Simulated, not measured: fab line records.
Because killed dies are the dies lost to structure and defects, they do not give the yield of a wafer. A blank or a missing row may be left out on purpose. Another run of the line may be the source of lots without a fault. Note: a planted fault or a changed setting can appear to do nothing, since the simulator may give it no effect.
fab line records	flow nand_harc
record lots=14	wafers=42	last_day=33
route steps=1302 shown P_ZERO_WELL@59 P_STI@100 P_GATE@126 END@1302
lots that met no fault: from a run of the same line without faults
start_h: hours from the record's first day to the start of the lot's first wafer shown	wait_h: hours elapsed since this lot's preceding step	" same as the row above	L1.1+2: a single row standing in for several wafers	- value missing, or start not given	* or withheld: withheld	< > ~ a bound
route shown NAME@n: NAME is a module with steps in the file, n the number in the route of the first one	usual: mean and standard deviation over wafers with no fault	same: alike in all rows	chamber/n: place in a boat	sites: per-site readings	_std_site: the standard deviation of these	_edge_site: outer sites' mean less inner sites'	radius_mm: for every site, how far away it sits from the centre of the wafer	mask NAME#n: copy n	behind: the most recent tool/chamber to have shaped the wafer	hold: what put the lot on hold/how long, in hours/how the hold closed	device: the n, p or np transistor that did not switch	end of line: at the end of the route, the tests of the same wafers	where a step has no rows: the recipe by itself	killed: at the first sort, the dies lost to defects and structure; wafer yield is something else	map: per-die view of a wafer (x killed, . not killed, _ where there is no die)
set.NAME: the setting as run; set.NAME@STEP: as run at that earlier step	model.NAME: the simulator's own value behind a step, which no gauge read
route steps across a sampled set of lots; one table per step, one row per wafer
services: the hour from which a tool's chamber was out of use, counted from the record's first day as start_h (under 0 if before that day), plus the number of hours and why
## steps
# step NHARC_P_ZERO_WELL_CD_MEAS_52
# recipe target_cd_nm=2000	landing_energy_ev=500
# usual cd_nm=1999.9/1.6
lot.wafer	tool	chamber	start_h	wait_h	cd_nm
L618.1	cd_sem-02	0	25.78	-	1998.2
L618.3	"	0	"	"	2002.2
L618.4	"	0	"	"	2000.4
L619.1	cd_sem-03	0	35.72	-	2001.0
L619.3	"	0	"	"	1999.7
L619.5	"	0	"	"	2000.0
L620.2	cd_sem-03	0	45.68	-	1998.9
L620.4	"	0	"	"	2000.4
L620.5	"	0	"	"	2002.0
L621.1	cd_sem-01	0	55.78	-	2002.4
L621.2	"	0	"	"	1999.0
L621.3	"	0	"	"	2001.1
L622.4	cd_sem-03	0	66.02	-	1996.2
L622.5	"	0	"	"	2000.7
L622.6	"	0	"	"	1998.4
L624.1	cd_sem-03	0	85.61	-	1999.9
L624.4	"	0	"	"	1998.9
L624.5	"	0	"	"	2001.1
L625.3	cd_sem-03	0	95.97	-	1999.2
L625.4	"	0	"	"	2001.1
L625.5	"	0	"	"	1998.9
L627.3	cd_sem-01	0	115.88	-	1998.7
L627.5	"	0	"	"	1998.8
L627.6	"	0	"	"	2000.1
L629.1	cd_sem-02	0	135.80	-	1999.1
L629.5	"	0	"	"	1999.2
L629.6	"	0	"	"	1998.9
L630.1	cd_sem-02	0	145.72	-	1999.0
L630.4	"	0	"	"	1998.4
L630.5	"	0	"	"	1999.4
L632.1	cd_sem-01	0	165.98	-	2000.6
L632.3	"	0	"	"	2000.1
L632.4	"	0	"	"	2002.1
L639.2	cd_sem-02	0	235.51	-	2000.2
L639.4	"	0	"	"	2001.3
L639.6	"	0	"	"	2001.4
L640.1	cd_sem-03	0	245.87	-	1995.3
L640.3	"	0	"	"	1999.7
L640.6	"	0	"	"	2000.8
L641.1	cd_sem-03	0	255.79	-	2000.2
L641.4	"	0	"	"	1997.8
L641.5	"	0	"	"	2002.1
# step NHARC_P_ZERO_WELL_INSPECT_43
# usual raw_defect_count=13/4.8
lot.wafer	tool	chamber	start_h	wait_h	raw_defect_count
L618.1	defect_inspect-01	-	27.69	0.6	17
L618.3	"	-	"	"	14
L618.4	"	-	"	"	21
L619.1	defect_inspect-01	-	37.81	0.6	19
L619.3	"	-	"	"	10
L619.5	"	-	"	"	12
L620.2	defect_inspect-01	-	47.54	0.5	17
L620.4	"	-	"	"	13
L620.5	"	-	"	"	13
L621.1	defect_inspect-02	-	57.60	0.6	13
L621.2	"	-	"	"	7
L621.3	"	-	"	"	22
L622.4	defect_inspect-01	-	67.84	0.2	13
L622.5	"	-	"	"	15
L622.6	"	-	"	"	9
L624.1	defect_inspect-02	-	87.41	0.6	15
L624.4	"	-	"	"	12
L624.5	"	-	"	"	16
L625.3	defect_inspect-02	-	97.78	0.3	8
L625.4	"	-	"	"	13
L625.5	"	-	"	"	12
L627.3	defect_inspect-02	-	118.31	0.7	12
L627.5	"	-	"	"	21
L627.6	"	-	"	"	7
L629.1	defect_inspect-02	-	137.61	0.6	13
L629.5	"	-	"	"	13
L629.6	"	-	"	"	12
L630.1	defect_inspect-02	-	147.53	0.6	13
L630.4	"	-	"	"	13
L630.5	"	-	"	"	14
L632.1	defect_inspect-02	-	167.79	0.6	17
L632.3	"	-	"	"	24
L632.4	"	-	"	"	13
L639.2	defect_inspect-02	-	237.31	0.5	9
L639.4	"	-	"	"	20
L639.6	"	-	"	"	15
L640.1	defect_inspect-02	-	247.76	0.6	12
L640.3	"	-	"	"	12
L640.6	"	-	"	"	16
L641.1	defect_inspect-01	-	257.63	0.6	23
L641.4	"	-	"	"	10
L641.5	"	-	"	"	16
# step NHARC_P_STI_CMP_21
# recipe t_overpolish_s=20	target_thk_nm=380.67
# usual motor_current_A=11.8/1.2	overpolish_run_s=20.001/0.0087	retaining_ring_pressure_frac=1.000/0.0049
# same t_overpolish_s=20
lot.wafer	tool	chamber	start_h	wait_h	motor_current_A	overpolish_run_s	retaining_ring_pressure_frac
L618.3	cmp-02	1	65.55	0.4	10.3	19.999	0.993
L618.1	"	2	"	"	13.5	19.995	1.001
L618.4	"	3	"	"	13.2	20.002	1.000
L619.3	cmp-02	3	80.57	0.4	13.5	19.999	0.992
L619.1	"	1	"	"	9.8	19.990	0.996
L619.5	"	3	"	"	13.3	20.014	0.992
L620.2	cmp-01	3	89.47	0.4	10.3	20.006	0.996
L620.4	"	0	"	"	12.0	20.015	0.997
L620.5	"	2	"	"	11.4	19.990	1.004
L621.2	cmp-03	3	95.55	0.4	11.7	19.996	1.002
L621.1	"	0	"	"	13.0	19.992	1.011
L621.3	"	1	"	"	12.1	19.997	0.995
L622.4	cmp-02	0	102.93	0.4	11.0	19.998	0.993
L622.5	"	1	"	"	10.4	20.000	1.001
L622.6	"	2	"	"	13.2	19.984	1.000
L624.4	cmp-02	1	125.35	0.4	10.3	20.015	1.001
L624.1	"	2	"	"	13.5	20.007	1.003
L624.5	"	3	"	"	13.3	20.009	1.001
L625.4	cmp-03	2	133.38	0.4	12.1	19.981	1.000
L625.3	"	0	"	"	12.3	20.017	1.000
L625.5	"	1	"	"	12.3	20.001	1.007
L627.3	cmp-02	2	157.95	0.4	14.3	19.997	1.005
L627.5	"	1	"	"	10.4	19.985	0.997
L627.6	"	2	"	"	13.5	19.994	1.008
L629.1	cmp-03	0	172.98	0.4	12.4	19.999	0.997
L629.6	"	0	"	"	12.9	20.009	0.993
L629.5	"	1	"	"	12.8	20.015	1.000
L630.4	cmp-03	2	181.58	0.4	11.7	20.004	0.998
L630.1	"	0	"	"	12.5	20.000	1.000
L630.5	"	3	"	"	12.0	20.004	1.001
L632.4	cmp-02	3	209.12	0.4	13.6	19.990	1.004
L632.3	"	0	"	"	10.5	20.017	1.003
L632.1	"	1	"	"	10.7	20.004	1.003
L639.4	cmp-02	0	280.71	0.4	10.3	20.001	0.997
L639.2	"	3	"	"	13.4	19.997	1.003
L639.6	"	0	"	"	10.9	19.990	0.997
L640.3	cmp-03	0	288.20	0.4	12.3	19.997	1.007
L640.1	"	2	"	"	11.2	19.996	0.998
L640.6	"	3	"	"	11.8	20.007	0.990
L641.1	cmp-02	3	301.63	0.4	13.5	20.011	1.001
L641.4	"	0	"	"	10.5	20.010	1.005
L641.5	"	3	"	"	13.8	20.003	1.006
# step NHARC_P_GATE_STRIP_15
# recipe time_s=780	temp_c=130	chemistry=SPM
# usual bath_guard_temp_C=130.2/0.42	bath_heat_duty_pct=14.8/1.7
lot.wafer	tool	chamber	start_h	wait_h	bath_guard_temp_C	bath_heat_duty_pct
L618.4	wet_bench-04	1	84.31	0.0	130.0	12.7
L618.1	"	2	"	"	130.9	17.6
L618.3	"	4	"	"	130.2	16.0
L619.3	wet_bench-09	5	100.95	0.0	129.9	17.2
L619.1	"	0	"	"	130.4	14.0
L619.5	"	1	"	"	130.2	15.9
L620.2	wet_bench-09	1	108.00	0.0	129.9	15.5
L620.5	"	3	"	"	130.0	14.3
L620.4	"	6	"	"	130.6	15.1
L621.1	wet_bench-04	7	114.54	0.0	130.0	12.7
L621.3	"	1	"	"	129.8	12.3
L621.2	"	2	"	"	130.7	16.5
L622.4	wet_bench-09	7	119.46	0.0	130.5	15.8
L622.6	"	0	"	"	130.4	14.1
L622.5	"	2	"	"	130.2	14.7
L624.1	wet_bench-03	6	142.80	0.0	129.9	17.9
L624.5	"	2	"	"	129.9	12.6
L624.4	"	3	"	"	130.1	15.8
L625.5	wet_bench-03	3	151.17	0.0	130.3	13.3
L625.4	"	4	"	"	130.1	15.5
L625.3	"	5	"	"	129.9	15.4
L627.5	wet_bench-04	0	176.08	0.0	131.0	12.7
L627.3	"	3	"	"	130.2	12.3
L627.6	"	4	"	"	130.4	14.8
L629.5	wet_bench-04	2	190.25	0.0	-	-
L629.1	"	5	"	"	-	-
L629.6	"	7	"	"	-	-
L630.1	wet_bench-09	0	198.82	0.0	-	-
L630.5	"	2	"	"	-	-
L630.4	"	3	"	"	-	-
L632.1	wet_bench-03	6	230.67	0.0	130.2	16.0
L632.4	"	0	"	"	130.3	13.9
L632.3	"	2	"	"	129.7	12.3
L639.4	wet_bench-03	6	298.58	0.0	129.9	17.2
L639.6	"	7	"	"	130.7	14.2
L639.2	"	1	"	"	129.5	16.9
L640.6	wet_bench-09	0	310.34	0.0	130.9	14.5
L640.3	"	1	"	"	130.2	15.5
L640.1	"	2	"	"	130.1	13.8
L641.1	wet_bench-03	3	323.67	0.0	129.5	15.7
L641.5	"	5	"	"	129.8	15.0
L641.4	"	7	"	"	130.4	14.4
# step NHARC_END_SORT_01
# recipe temp_c=25
# usual killed_at_array=54/17	killed_at_other=1.0/1.4	killed_at_periphery=3.6/2.1	killed_dies=58/17	killed_open=3.2/2	killed_short=2.5/1.5
# same gross_dies=677
lot.wafer	tool	chamber	start_h	wait_h	killed_at_array	killed_at_other	killed_at_periphery	killed_dies	killed_open	killed_short
L629.1	prober-02	0	658.86	2.5	59	2	616	677	3	1
L629.5	prober-02	0	662.06	3.7	42	0	635	677	1	4
L629.6	prober-02	0	662.86	4.0	57	0	620	677	0	3
L630.1	prober-01	0	686.91	2.5	27	0	650	677	5	3
L630.4	prober-01	0	689.36	3.4	23	1	653	677	3	4
L630.5	prober-01	0	690.17	3.8	24	1	652	677	8	3
# killed by level:class
L629.1 P_GATE:area_strip=612 A_CHANNEL_HOLE_D1:chamber_film_flake=32 A_CHANNEL_HOLE_D2:chamber_film_flake=21 P_GATE:chamber_film_flake=3 A_DECK1_JOINT:chamber_film_flake=2 P_CONTACT:geometric_particle:open=1 A_CONTACT:geometric_particle:open=1 A_BONDPAD:geometric_particle:short=1
L629.5 P_GATE:area_strip=630 A_CHANNEL_HOLE_D1:chamber_film_flake=15 A_CHANNEL_HOLE_D2:chamber_film_flake=13 A_SLIT:chamber_film_flake=5 A_CONTACT:chamber_film_flake=4 P_GATE:chamber_film_flake=2 P_STI:geometric_particle:short=1 A_CHANNEL_FILL_D1:geometric_particle:short=1
L629.6 P_GATE:area_strip=616 A_CHANNEL_HOLE_D1:chamber_film_flake=29 A_CHANNEL_HOLE_D2:chamber_film_flake=17 A_SLIT:chamber_film_flake=5 P_ZERO_WELL:chamber_film_flake=3 A_CHANNEL_FILL_D1:geometric_particle:short=2 A_ONON_D2:geometric_particle:short=1 P_GATE:chamber_film_flake=1
L630.1 P_GATE:area_strip=643 A_SLIT:chamber_film_flake=8 A_CHANNEL_HOLE_D1:chamber_film_flake=5 P_BONDPAD:chamber_film_flake=4 A_CONTACT:chamber_film_flake=3 A_CHANNEL_HOLE_D2:geometric_particle:open=2 P_GATE:geometric_particle:short=1 A_CHANNEL_HOLE_D1:geometric_particle:open=1
L630.4 P_GATE:area_strip=645 A_CHANNEL_HOLE_D1:chamber_film_flake=7 P_BONDPAD:chamber_film_flake=6 A_BLC:chamber_film_flake=5 A_WL_FILL:geometric_particle:short=2 A_CHANNEL_HOLE_D1:geometric_particle:short=1 A_CHANNEL_FILL_D1:geometric_particle:open=1 A_BLC:geometric_particle:short=1
L630.5 P_GATE:area_strip=647 A_CHANNEL_HOLE_D1:chamber_film_flake=7 A_M0:geometric_particle:open=5 P_BONDPAD:chamber_film_flake=3 A_SLIT:chamber_film_flake=3 A_DECK1_JOINT:chamber_film_flake=2 P_CONTACT:geometric_particle:open=1 A_CHANNEL_FILL_D1:geometric_particle:open=1
## services
tool	chamber	start_h	hours	kind
cmp-01	-	49.55	2.7	repair
wet_bench-04	-	51.20	8.0	pm
cmp-03	-	64.00	4.0	pm
cmp-02	-	73.00	3.3	repair
cmp-01	-	91.77	4.0	pm
cmp-03	-	97.43	6.8	repair
cmp-03	-	108.72	0.9	repair
cmp-03	-	130.15	1.5	repair
cmp-02	-	134.50	4.0	pm
cmp-02	-	138.50	-	consumable_replace:conditioner
cmp-02	-	138.50	-	consumable_replace:pad
cmp-03	-	162.00	4.0	pm
wet_bench-09	-	176.80	8.0	pm
cmp-01	-	189.77	4.0	pm
wet_bench-03	-	210.46	8.0	pm
cmp-02	-	218.93	0.6	repair
wet_bench-04	-	227.20	8.0	pm
cmp-02	-	232.50	4.0	pm
cmp-02	-	239.86	0.4	repair
cmp-01	-	254.32	4.8	repair
cmp-02	-	257.02	1.5	repair
cmp-03	-	260.06	4.0	pm
cmp-01	-	264.11	0.5	repair
cmp-01	-	287.77	4.0	pm
## key
first_sign step=NHARC_P_GATE_STRIP_15	reading=tool_record	direction=missing
effect step=NHARC_END_SORT_01	reading=killed_at_periphery	direction=up	sigmas=99+	usual=3.6	struck=637.7
more_kills_born_at NHARC_P_GATE_STRIP_15@wet_bench-09=1935	NHARC_P_GATE_STRIP_15@wet_bench-04=1858
met_at NHARC_P_GATE_STRIP_15
struck_lots L629,L630
later_rows_left_out L629.1,L629.5,L629.6,L630.1,L630.4,L630.5
tester_left_out L629,L630
not_acting_at NHARC_P_ZERO_WELL_CD_MEAS_52,NHARC_P_ZERO_WELL_INSPECT_43,NHARC_P_STI_CMP_21
onset_between 176.08 190.25
fault kind=skipped_step_whole	tool=wet_bench-04,wet_bench-09	chamber=-	onset_h=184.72	steps=NHARC_P_GATE_STRIP_15	scope=struck_lots_only
# tester_left_out: of these lots the tester's yield and bins aren't shown, on N5 and GAA mostly nor the transistor test; their killed dies are dies lost to structure and defects alone, not to doping, threshold or leakage, so they don't give the yield
# later_rows_left_out: the simulator's readings of these wafers behind a module that went badly wrong aren't trusted and aren't shown, but for the sort
